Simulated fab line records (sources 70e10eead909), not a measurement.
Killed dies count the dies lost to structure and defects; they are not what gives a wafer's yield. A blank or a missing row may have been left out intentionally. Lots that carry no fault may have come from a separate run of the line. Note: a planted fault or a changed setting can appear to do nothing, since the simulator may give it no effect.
fab line records	flow nandHarc
[record] lots = 13	wafers = 39	lastDay = 33
route steps=1302 shown P_BONDPAD@379 A_ZERO_WELL@401 A_ONON_D1@440 A_CHANNEL_HOLE_D1@451 END@1302
lots with no fault: from the same line, run without faults
startH: hours from the record's first day to the start of the lot's first wafer shown	waitH: hours from the lot's prior step to this one	" repeats the value in the row above	L1.1+2: several wafers, shown together as one row	- no value, or no start was given	* or withheld: withheld	< > ~ a bound
route shown NAME@n: names a module that has steps shown in the file, with the first one's number in the route	usual: mean/standard deviation taken from wafers without a fault	same: alike in all rows	chamber/n: place in a boat	sites: the reading at each site	_std_site: standard deviation of those values	_edge_site: mean of outer sites minus mean of inner sites	radiusMm: for every site, how far away it sits from the centre of the wafer	mask NAME#n: copy n	behind: the most recent tool/chamber to have shaped the wafer	hold: cause of the lot's hold/its duration in hours/its outcome	device: transistor that didn't switch, given as n, p or np	end of line: tests of these same wafers at the route's end	where a step has no rows: the recipe by itself	killed: dies that structure and defects cost at the first sort, which is not the same as the wafer's yield	map: shows each die of a wafer: x if killed, . if not, _ if none is there
set.NAME: the setting the step ran with; set.NAME@STEP: the setting that earlier step ran with	model.NAME: the simulator's own value behind a step, which no gauge read
a sample of lots followed through the steps of the route, with each step as a table and each wafer as a row
services: from which hour (startH, from the record's first day; less than 0 if before it) a tool's chamber was out of use, for how many hours, and why
[[steps]]
[step NHARC_P_BONDPAD_ANNEAL_28]
[recipe] tempC = 225	timeS = 90
[usual] wafer_temp_C_max = 226.2/0.51
lot.wafer	tool	chamber	startH	waitH	wafer_temp_C_max
L732.1	rtpAnneal-01	0	143.80	-	225.6
L732.5	"	0	"	"	225.9
L732.6	"	0	"	"	225.2
L733.2	rtpAnneal-01	0	156.56	0.4	225.6
L733.3	"	0	"	"	225.9
L733.4	"	0	"	"	226.1
L734.2	rtpAnneal-02	0	161.77	0.4	226.3
L734.5	"	0	"	"	226.3
L734.6	"	0	"	"	226.8
L736.3	rtpAnneal-01	0	183.50	-	225.8
L736.5	"	0	"	"	226.0
L736.6	"	0	"	"	225.9
L737.4	rtpAnneal-01	0	199.78	-	225.8
L737.5	"	0	"	"	226.0
L737.6	"	0	"	"	225.6
L738.1	rtpAnneal-01	0	207.26	-	226.0
L738.2	"	0	"	"	226.1
L738.3	"	0	"	"	226.0
L740.1	rtpAnneal-01	0	229.47	0.3	225.6
L740.4	"	0	"	"	225.6
L740.6	"	0	"	"	225.6
L741.2	rtpAnneal-02	0	237.13	-	226.1
L741.3	"	0	"	"	226.6
L741.6	"	0	"	"	226.8
L743.1	rtpAnneal-02	0	250.58	-	226.8
L743.4	"	0	"	"	226.8
L743.6	"	0	"	"	226.6
L747.1	rtpAnneal-02	0	299.27	-	226.7
L747.3	"	0	"	"	226.3
L747.6	"	0	"	"	226.5
L752.2	rtpAnneal-02	0	349.97	-	226.3
L752.5	"	0	"	"	226.8
L752.6	"	0	"	"	226.4
L753.1	rtpAnneal-02	0	354.15	0.3	226.7
L753.5	"	0	"	"	226.1
L753.6	"	0	"	"	226.9
L754.1	rtpAnneal-01	0	361.38	0.3	226.1
L754.4	"	0	"	"	226.2
L754.5	"	0	"	"	226.1
[step NHARC_A_ZERO_WELL_CD_MEAS_10]
[recipe] targetCdNm = 2000	landingEnergyEv = 500
[usual] cdNm = 1999.5/2
lot.wafer	tool	chamber	startH	waitH	cdNm
L732.1	cdSem-01	0	145.85	-	1999.4
L732.5	"	0	"	"	2001.3
L732.6	"	0	"	"	2000.0
L733.2	cdSem-01	0	158.70	-	2000.5
L733.3	"	0	"	"	2000.2
L733.4	"	0	"	"	2001.9
L734.2	cdSem-01	0	163.92	-	2001.3
L734.5	"	0	"	"	2001.1
L734.6	"	0	"	"	2001.1
L736.3	cdSem-03	0	185.59	-	2003.9
L736.5	"	0	"	"	1999.3
L736.6	"	0	"	"	2001.4
L737.4	cdSem-01	0	201.81	-	1998.9
L737.5	"	0	"	"	2001.6
L737.6	"	0	"	"	2002.4
L738.1	cdSem-02	0	209.46	-	1998.5
L738.2	"	0	"	"	1999.6
L738.3	"	0	"	"	1997.5
L740.1	cdSem-03	0	231.68	-	1998.5
L740.4	"	0	"	"	1997.1
L740.6	"	0	"	"	1997.2
L741.2	cdSem-02	0	239.28	-	2000.3
L741.3	"	0	"	"	1998.7
L741.6	"	0	"	"	2000.1
L743.1	cdSem-03	0	252.76	-	2001.4
L743.4	"	0	"	"	1998.3
L743.6	"	0	"	"	1997.6
L747.1	cdSem-02	0	301.35	-	1996.4
L747.3	"	0	"	"	1998.0
L747.6	"	0	"	"	1997.4
L752.2	cdSem-01	0	352.15	-	1999.5
L752.5	"	0	"	"	1999.0
L752.6	"	0	"	"	2000.2
L753.1	cdSem-01	0	356.35	-	1998.7
L753.5	"	0	"	"	1997.8
L753.6	"	0	"	"	1999.9
L754.1	cdSem-02	0	363.56	-	1999.7
L754.4	"	0	"	"	2001.0
L754.5	"	0	"	"	2001.4
[step NHARC_A_ONON_D1_DEP_22]
[recipe] targetThkA = 10000	n2FlowSccm = 2750	n2oFlowSccm = 2000	nh3FlowSccm = 500	sih4FlowSccm = 210	tempC = 400
[usual] n2oFlowSccm = 2000/5.9
lot.wafer	tool	chamber	startH	waitH	n2oFlowSccm
L732.1	pecvdOnon-04	0	180.62	0.1	1987
L732.5	"	0	"	"	1985
L732.6	"	0	"	"	2004
L733.2	pecvdOnon-03	0	194.28	0.1	1996
L733.3	"	0	"	"	1998
L733.4	"	0	"	"	2007
L734.2	pecvdOnon-03	0	202.56	0.1	2003
L734.5	"	0	"	"	1998
L734.6	"	0	"	"	1999
L736.3	pecvdOnon-03	0	220.34	0.2	2001
L736.5	"	0	"	"	2002
L736.6	"	0	"	"	1996
L737.4	pecvdOnon-04	0	237.84	0.2	2013
L737.5	"	0	"	"	2005
L737.6	"	0	"	"	2011
L738.1	pecvdOnon-03	0	245.67	0.1	2008
L738.2	"	0	"	"	2011
L738.3	"	0	"	"	2004
L740.1	pecvdOnon-03	0	267.59	0.1	2004
L740.4	"	0	"	"	2002
L740.6	"	0	"	"	2001
L741.2	pecvdOnon-03	0	274.18	0.1	1997
L741.3	"	0	"	"	2006
L741.6	"	0	"	"	2010
L743.1	pecvdOnon-02	0	290.35	0.1	2003
L743.4	"	0	"	"	1991
L743.6	"	0	"	"	2001
L747.1	pecvdOnon-03	0	334.76	0.1	1996
L747.3	"	0	"	"	1992
L747.6	"	0	"	"	1995
L753.1	pecvdOnon-02	0	388.58	0.1	1991
L753.5	"	0	"	"	1997
L753.6	"	0	"	"	1997
L752.2	pecvdOnon-04	0	388.61	0.1	1994
L752.5	"	0	"	"	2000
L752.6	"	0	"	"	1999
L754.1	pecvdOnon-02	0	396.53	0.1	2000
L754.4	"	0	"	"	1995
L754.5	"	0	"	"	2008
[step NHARC_A_ONON_D1_THK_MEAS_24]
[recipe] thkMeasGauge = ellipsometry
[usual] thkNm = 1000/10
lot.wafer	tool	chamber	startH	waitH	thkNm
L732.1	filmMetro-02	-	181.14	-	1007
L732.5	"	-	"	"	1007
L732.6	"	-	"	"	1006
L733.2	filmMetro-02	-	194.73	-	1008
L733.3	"	-	"	"	1008
L733.4	"	-	"	"	1009
L734.2	filmMetro-02	-	203.02	-	994
L734.5	"	-	"	"	991
L734.6	"	-	"	"	992
L736.3	filmMetro-01	-	220.73	-	988
L736.5	"	-	"	"	985
L736.6	"	-	"	"	986
L737.4	filmMetro-01	-	238.17	-	1007
L737.5	"	-	"	"	1008
L737.6	"	-	"	"	1006
L738.1	filmMetro-02	-	246.18	-	996
L738.2	"	-	"	"	995
L738.3	"	-	"	"	995
L740.1	filmMetro-02	-	268.09	-	1003
L740.4	"	-	"	"	1004
L740.6	"	-	"	"	1006
L741.2	filmMetro-02	-	274.64	-	986
L741.3	"	-	"	"	984
L741.6	"	-	"	"	985
L743.1	filmMetro-02	-	290.86	-	1021
L743.4	"	-	"	"	1019
L743.6	"	-	"	"	1021
L747.1	filmMetro-02	-	335.28	-	469
L747.3	"	-	"	"	1007
L747.6	"	-	"	"	472
L752.2	filmMetro-01	-	389.07	-	982
L752.5	"	-	"	"	985
L752.6	"	-	"	"	982
L753.1	filmMetro-02	-	389.09	-	1010
L753.5	"	-	"	"	1010
L753.6	"	-	"	"	1012
L754.1	filmMetro-01	-	397.03	-	1016
L754.4	"	-	"	"	1017
L754.5	"	-	"	"	1016
[step NHARC_A_CHANNEL_HOLE_D1_DEP_01]
[recipe] targetThkA = 1400	targetThkNm = 140	tempC = 400	pressureTorr = 3.5	flowSccm = 200	rfW = 350	material = SiON
[usual] heaterPowerW = 720/110	rfFwdPowerW = 348.6/1
lot.wafer	tool	chamber	startH	waitH	heaterPowerW	rfFwdPowerW
L732.1	pecvd-02	2	184.91	1.7	689	348.2
L732.5	"	1	"	"	924	348.1
L732.6	"	2	"	"	712	348.3
L733.2	pecvd-01	1	200.88	1.3	744	349.4
L733.3	"	2	"	"	581	348.0
L733.4	"	0	"	"	917	349.4
L734.2	pecvd-01	0	208.54	1.4	958	349.0
L734.5	"	1	"	"	699	348.8
L734.6	"	0	"	"	941	347.2
L736.3	pecvd-02	2	224.51	1.0	624	350.2
L736.5	"	0	"	"	617	350.2
L736.6	"	1	"	"	864	348.3
L737.5	pecvd-02	2	241.92	0.4	699	350.3
L737.6	"	0	"	"	555	348.4
L737.4	"	1	"	"	861	347.3
L738.1	pecvd-02	0	251.34	1.6	650	347.3
L738.2	"	1	"	"	730	346.6
L738.3	"	2	"	"	735	349.4
L740.1	pecvd-02	1	272.70	1.6	771	349.2
L740.4	"	1	"	"	777	348.7
L740.6	"	2	"	"	773	348.1
L741.3	pecvd-03	1	279.22	1.0	745	347.5
L741.2	"	0	"	"	593	350.2
L741.6	"	0	"	"	603	351.2
L743.1	pecvd-02	1	294.96	1.7	717	348.0
L743.4	"	2	"	"	714	347.3
L743.6	"	0	"	"	642	348.5
L747.3	pecvd-02	1	339.41	1.1	890	348.5
L752.2	pecvd-03	1	392.79	1.3	733	350.1
L752.6	"	0	"	"	576	346.2
L752.5	"	1	"	"	731	347.9
L753.1	pecvd-03	1	393.34	1.6	775	350.1
L753.6	"	1	"	"	772	350.0
L753.5	"	2	"	"	836	347.4
L754.1	pecvd-02	1	403.78	1.6	778	347.4
L754.5	"	1	"	"	775	348.8
L754.4	"	2	"	"	714	347.0
[step NHARC_END_SORT_01]
[recipe] tempC = 25
[usual] killedAtArray = 62/15	killedAtOther = 0.8/1	killedAtPeriphery = 3.7/2.6	killedDies = 66/15	killedOpen = 3.1/1.8	killedShort = 2.6/1.7
[same] grossDies = 677
lot.wafer	tool	chamber	startH	waitH	killedAtArray	killedAtOther	killedAtPeriphery	killedDies	killedOpen	killedShort
L747.1	prober-02	0	713.81	2.5	671	1	5	677	7	5
L747.3	prober-02	0	715.40	3.1	55	0	7	62	5	3
L747.6	prober-02	0	717.78	4.0	669	1	7	677	5	5
// killed by level:class
L747.1 A_ONON_D1:areaDep=610 A_SLIT:chamberFilmFlake=34 A_CHANNEL_HOLE_D1:chamberFilmFlake=10 A_BLC:chamberFilmFlake=3 A_STAIRCASE:chamberFilmFlake=3 P_GATE:geometricParticle:open=2 A_ONON_D2:geometricParticle:short=2 A_ONON_D2:geometricParticle:open=2
L747.3 A_SLIT:chamberFilmFlake=29 A_CHANNEL_HOLE_D1:chamberFilmFlake=10 A_STAIRCASE:chamberFilmFlake=5 P_CONTACT:geometricParticle:open=2 P_GATE:chamberFilmFlake=2 P_BONDPAD:chamberFilmFlake=2 A_BLC:chamberFilmFlake=2 P_M0:geometricParticle:open=1
L747.6 A_ONON_D1:areaDep=618 A_SLIT:chamberFilmFlake=24 A_CHANNEL_HOLE_D1:chamberFilmFlake=10 A_STAIRCASE:chamberFilmFlake=5 P_BONDPAD:chamberFilmFlake=4 P_M1:geometricParticle:open=2 A_ONON_D2:geometricParticle:short=2 A_CONTACT:geometricParticle:open=2
[[services]]
tool	chamber	startH	hours	kind
pecvd-01	-	130.00	13.0	pm
pecvdOnon-04	-	130.32	13.0	pm
pecvd-02	0	172.39	6.7	repair
pecvdOnon-02	-	185.00	13.0	pm
pecvd-03	-	185.56	13.0	pm
pecvd-03	0	185.56	13.0	ventCycle
pecvd-03	1	185.56	13.0	ventCycle
pecvd-03	2	185.56	13.0	ventCycle
pecvd-03	-	203.43	2.8	repair
pecvdOnon-03	-	227.35	13.0	pm
pecvd-02	-	227.49	13.0	pm
pecvd-02	0	227.49	13.0	ventCycle
pecvd-02	1	227.49	13.0	ventCycle
pecvd-02	2	227.49	13.0	ventCycle
pecvd-03	1	230.96	7.7	repair
pecvd-02	0	240.49	-	clean
pecvd-02	1	240.49	-	clean
pecvd-02	2	240.49	-	clean
pecvd-01	-	311.00	13.0	pm
pecvdOnon-04	-	311.32	13.0	pm
pecvd-03	-	334.73	0.5	repair
pecvdOnon-02	-	366.00	13.0	pm
pecvd-03	-	366.56	13.0	pm
rtpAnneal-01	-	372.00	12.0	pm
[[key]]
[firstSign] step = NHARC_A_ONON_D1_THK_MEAS_24	reading = thkNm	direction = down	sigmas = 53	usual = 1000	struck = 471
[effect] step = NHARC_END_SORT_01	reading = killedAtArray	direction = up	sigmas = 40	usual = 62	struck = 670
[moreKillsBornAt] NHARC_A_ONON_D1_DEP_22@pecvdOnon-03 = 1228
metAt NHARC_A_ONON_D1_DEP_22
struckLots L747
struckWafers L747.1,L747.6
laterRowsLeftOut L747.1,L747.6
testerLeftOut L747
notActingAt NHARC_P_BONDPAD_ANNEAL_28,NHARC_A_ZERO_WELL_CD_MEAS_10,NHARC_A_CHANNEL_HOLE_D1_DEP_01
onsetBetween 274.18 334.76
[fault] kind = processParameterDrift	tool = pecvdOnon-03	chamber = -	onsetH = 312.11	steps = NHARC_A_ONON_D1_DEP_22	channel = targetThkA	offset = *	shape = step	endH = 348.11	scope = struckWafersOnly	actsIn = *	stated = *
// testerLeftOut: of these lots the tester's yield and bins aren't shown, on N5 and GAA mostly nor the transistor test; their killed dies are dies lost to structure and defects alone, not to doping, threshold or leakage, so they don't give the yield
// laterRowsLeftOut: the simulator's readings of these wafers behind a module that went badly wrong aren't trusted and aren't shown, but for the sort
